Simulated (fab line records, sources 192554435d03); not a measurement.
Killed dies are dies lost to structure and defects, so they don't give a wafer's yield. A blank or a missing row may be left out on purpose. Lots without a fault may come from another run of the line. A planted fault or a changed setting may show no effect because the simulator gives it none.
Chamber matching | flow n5_finfet | N5_BEOL_M0_ETCH_138 on rie_diel-02: 4 sister chambers
The step etches SiCN in CH3F/O2, target depth 12 nm, time 31.6 s. 14 wafers are shown with their chamber, then 7 later ones without.

WAFERS WITH THEIR CHAMBER
wafer  | chamber | drypump_motor_current_A (A) | showerhead_plenum_p_Torr (Torr) | throttle_valve_pct (%)
L076.2 | 0       | 5.5                         | 1.89                            | 16.36
L076.4 | 2       | 6.1                         | 2.11                            | 16.14
L076.5 | 0       | 5.5                         | 1.89                            | 16.33
L079.1 | 1       | 6.5                         | 2.06                            | 16.39
L079.3 | 3       | 5.9                         | 1.93                            | 16.16
L079.5 | 2       | 6.1                         | 2.11                            | 16.16
L081.1 | 1       | 6.5                         | 2.06                            | 16.39
L081.2 | 3       | 5.8                         | 1.93                            | 16.18
L081.3 | 2       | 6.1                         | 2.11                            | 16.20
L088.2 | 2       | 6.1                         | 2.10                            | 16.20
L088.3 | 0       | 5.5                         | 2.13                            | 15.92
L088.5 | 0       | 5.5                         | 2.13                            | 15.93
L090.1 | 1       | 6.5                         | 2.05                            | 16.44
L090.2 | 2       | 6.1                         | 2.10                            | 16.21

SIGNATURES (means of the wafers above)
reading                  | chamber 0 | chamber 1 | chamber 2 | chamber 3 | scatter within a chamber
drypump_motor_current_A  | 5.500     | 6.500     | 6.100     | 5.850     | 0.0224
showerhead_plenum_p_Torr | 2.0100    | 2.0567    | 2.1060    | 1.9300    | 0.076
throttle_valve_pct       | 16.1350   | 16.4067   | 16.1820   | 16.1700   | 0.135
Rule: a wafer's distance from a chamber is the root of the sum, over the readings, of the square of ((its reading less the chamber's mean) divided by the reading's scatter). The wafer belongs to the nearest chamber; if the next one is less than 2 further off, it can't be placed. The scatter: the root of (the sum of the squares of (reading less its chamber's mean) over the shown wafers, divided by (wafers less chambers)).

WAFERS WITHOUT THEIR CHAMBER
wafer  | drypump_motor_current_A (A) | showerhead_plenum_p_Torr (Torr) | throttle_valve_pct (%)
L090.3 | 5.5                         | 2.13                            | 15.94
L091.3 | 5.5                         | 2.13                            | 15.93
L091.4 | 6.5                         | 2.05                            | 16.44
L091.6 | 6.5                         | 2.05                            | 16.45
L093.1 | 6.5                         | 2.05                            | 16.44
L093.4 | 5.5                         | 2.13                            | 15.94
L093.6 | 5.9                         | 1.92                            | 16.22

WHICH CHAMBER EACH WENT THROUGH
wafer  | from the rows above | in truth
L090.3 | 0                   | 0
L091.3 | 0                   | 0
L091.4 | 1                   | 1
L091.6 | 1                   | 1
L093.1 | 1                   | 1
L093.4 | 0                   | 0
L093.6 | 3                   | 3
Placed correctly: 7 of 7. Can't be placed from these rows: 0. Placed wrongly: 0.
